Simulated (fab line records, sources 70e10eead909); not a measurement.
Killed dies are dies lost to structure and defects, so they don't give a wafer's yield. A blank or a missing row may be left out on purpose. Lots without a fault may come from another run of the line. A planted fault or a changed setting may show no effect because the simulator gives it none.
A struck lot beside a sound one | flow nand_harc | 15 steps out of a route of 1159
Sound: wafers L159.2, L159.3, L159.5. Struck: wafers L151.1, L151.4, L151.6. The cause comes at the end.
At each step with rows: each side's tool, then ch and its chambers, then its first start. Under that, the readings that differ: sound wafers | struck wafers | difference of the means | sigmas: that difference in standard deviations of wafers without a fault.
alike: readings whose means differ by less than 2 such deviations, and words and numbers that are the same on both sides. not compared: withheld readings, readings that some wafer has no value for, bounds like >300 that may hide the same value, and numbers for which the record gives no deviation and whose values overlap.
The two part at a step that has a row with sigmas, a row that says differs or no value, or rows on one side only. Numbers that don't overlap but have no deviation are shown without sigmas and don't part them. A reading that every wafer of one side lacks parts them only if that side has two wafers or more.

first, 1 step without rows for these wafers: NHARC_A_ONON_D1_DEP_03 (target thk 1000 nm).
NHARC_A_ONON_D1_THK_MEAS_05: measures by ellipsometry.
  sound on film_metro-01, day 12 04:19; struck on film_metro-01, day 10 22:53
  alike: thk_nm
then, 1 step without rows for these wafers: NHARC_A_ONON_D1_DEP_06 (target thk 1000 nm).
NHARC_A_ONON_D1_THK_MEAS_08: measures by ellipsometry.
  sound on film_metro-02, day 12 04:53; struck on film_metro-01, day 10 23:28
  alike: thk_nm
then, 1 step without rows for these wafers: NHARC_A_ONON_D1_DEP_09 (target thk 1000 nm).
NHARC_A_ONON_D1_THK_MEAS_11: measures by ellipsometry.
  sound on film_metro-02, day 12 05:26; struck on film_metro-02, day 11 00:02
  reading     | sound       | struck         | difference | sigmas
  thk_nm (nm) | 994 995 994 | 1011 1013 1014 | +18        | +2
then, 1 step without rows for these wafers: NHARC_A_ONON_D1_DEP_12 (target thk 1000 nm).
NHARC_A_ONON_D1_THK_MEAS_14: measures by ellipsometry.
  sound on film_metro-02, day 12 06:01; struck on film_metro-02, day 11 00:36
  alike: thk_nm
then, 2 steps without rows for these wafers: NHARC_A_ONON_D1_ANNEAL_15 (time 3600 s); NHARC_A_ONON_D1_DEP_16 (target thk 1000 nm).
NHARC_A_ONON_D1_THK_MEAS_18: measures by ellipsometry.
  sound on film_metro-01, day 12 13:05; struck on film_metro-01, day 11 07:43
  reading     | sound       | struck         | difference | sigmas
  thk_nm (nm) | 995 994 994 | 1016 1015 1016 | +21        | +2
NHARC_A_ONON_D1_DEP_19: target thk 1000 nm.
  sound on pecvd_onon-01 ch 0, day 12 13:12; struck on pecvd_onon-03 ch 0, day 11 07:47
NHARC_A_ONON_D1_THK_MEAS_21: measures by ellipsometry.
  sound on film_metro-01, day 12 13:40; struck on film_metro-01, day 11 08:17
  reading     | sound          | struck      | difference | sigmas
  thk_nm (nm) | 1009 1010 1008 | 674 675 675 | -334       | -37
then, 1 step without rows for these wafers: NHARC_A_ONON_D1_DEP_22 (target thk 1000 nm).
-- the record jumps here: 11 days lie between the struck wafers' starts before and after (it left off in module A_ONON_D1 and takes up again in module END, whose first step shown is number 1159 of the route) --
NHARC_END_SORT_01:
  the record has rows for the struck wafers here (prober-01 ch 0, day 22 14:13) and none for the sound ones

WHERE THEY PART
First at NHARC_A_ONON_D1_THK_MEAS_11; last, within this record, at NHARC_END_SORT_01.

WHY: what the simulator had put in
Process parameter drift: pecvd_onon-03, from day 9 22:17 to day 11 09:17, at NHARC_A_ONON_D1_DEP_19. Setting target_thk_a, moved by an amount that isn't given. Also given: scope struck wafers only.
